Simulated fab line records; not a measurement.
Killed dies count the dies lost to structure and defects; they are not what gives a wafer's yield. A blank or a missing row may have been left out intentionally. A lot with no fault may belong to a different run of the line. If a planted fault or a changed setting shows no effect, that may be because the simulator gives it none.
Matching of chambers + flow n5Finfet + pecvd-01 running N5_BEOL_M9_ILD_DEP_00: 3 sister chambers
The step deposits SiCOH lowk from DEMS/porogen, target thk 308.51 nm, time 58 s. 3 wafers are shown with their chamber, then 7 later ones without.

WAFERS PAIRED WITH THEIR CHAMBERS
| wafer  | chamber | throttleValvePct (%) |
|--------|---------|----------------------|
| L079.2 | 0       | 13.2                 |
| L085.2 | 1       | 12.9                 |
| L085.4 | 2       | 12.5                 |

WAFERS WHOSE CHAMBER IS MISSING
| wafer  | throttleValvePct (%) |
|--------|----------------------|
| L085.6 | 13.4                 |
| L091.1 | 12.7                 |
| L091.2 | 12.5                 |
| L091.4 | 13.6                 |
| L094.3 | 12.8                 |
| L094.4 | 13.8                 |
| L094.5 | 12.9                 |

WHICH CHAMBER EACH WENT THROUGH
| wafer  | from the rows above          | in truth |
|--------|------------------------------|----------|
| L085.6 | can't be placed: 0 or 1      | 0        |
| L091.1 | can't be placed: 2 or 1 or 0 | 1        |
| L091.2 | can't be placed: 2 or 1      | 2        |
| L091.4 | can't be placed: 0 or 1      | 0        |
| L094.3 | can't be placed: 1 or 2 or 0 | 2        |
| L094.4 | can't be placed: 0 or 1      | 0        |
| L094.5 | can't be placed: 1 or 0 or 2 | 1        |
0 of 7 placed correctly. From these rows, 7 cannot be placed; in 7 the true chamber is one of the candidates. Number placed wrongly: 0.
How it was worked out, from the rows above alone: a wafer's distance from a chamber is the root of the sum, over the readings, of the square of ((its reading less the chamber's mean) divided by the reading's scatter). If the next closest chamber is less than 2 further off than the closest, the wafer can't be placed; otherwise it belongs to the closest. Each chamber's mean is taken over the wafers shown for it. The scatter: root of mean squared gap, hidden wafer to nearest shown wafer, with one shown wafer a chamber.
